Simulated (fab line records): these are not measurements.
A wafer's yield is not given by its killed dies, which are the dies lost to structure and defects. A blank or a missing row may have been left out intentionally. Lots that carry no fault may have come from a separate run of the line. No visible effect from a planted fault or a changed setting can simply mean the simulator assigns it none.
Chamber matching    flow nandHarc    NHARC_P_M1_STRIP_18 on rieDiel-12: 3 sister chambers
The step strips in N2/H2. 3 wafers are shown with their chamber, then 6 later ones without.

## WAFERS WITH THEIR CHAMBER
wafer   chamber  drypumpMotorCurrentA (A)
L091.1  1        5.2
L091.2  2        5.7
L091.5  3        6.1

## WAFERS WITH NO CHAMBER GIVEN
wafer   drypumpMotorCurrentA (A)
L092.1  6.1
L092.2  5.1
L093.1  5.7
L093.5  6.1
L093.6  5.7
L096.1  5.7

## WHICH CHAMBER EACH ONE RAN IN
wafer   from the rows above  in truth
L092.1  3                    3
L092.2  1                    1
L093.1  2                    2
L093.5  3                    3
L093.6  2                    2
L096.1  2                    2
Placed correctly: 6 of 6. Number that these rows cannot place: 0. Wrongly placed: 0.
How it was worked out, from the rows above alone: a wafer's distance from a chamber is the root of the sum, over the readings, of the square of ((its reading less the chamber's mean) divided by the reading's scatter). If the next closest chamber is less than 2 further off than the closest, the wafer can't be placed; otherwise it belongs to the closest. Each chamber's mean is taken over the wafers shown for it. The scatter: root of mean squared gap, hidden wafer to nearest shown wafer, with one shown wafer a chamber.
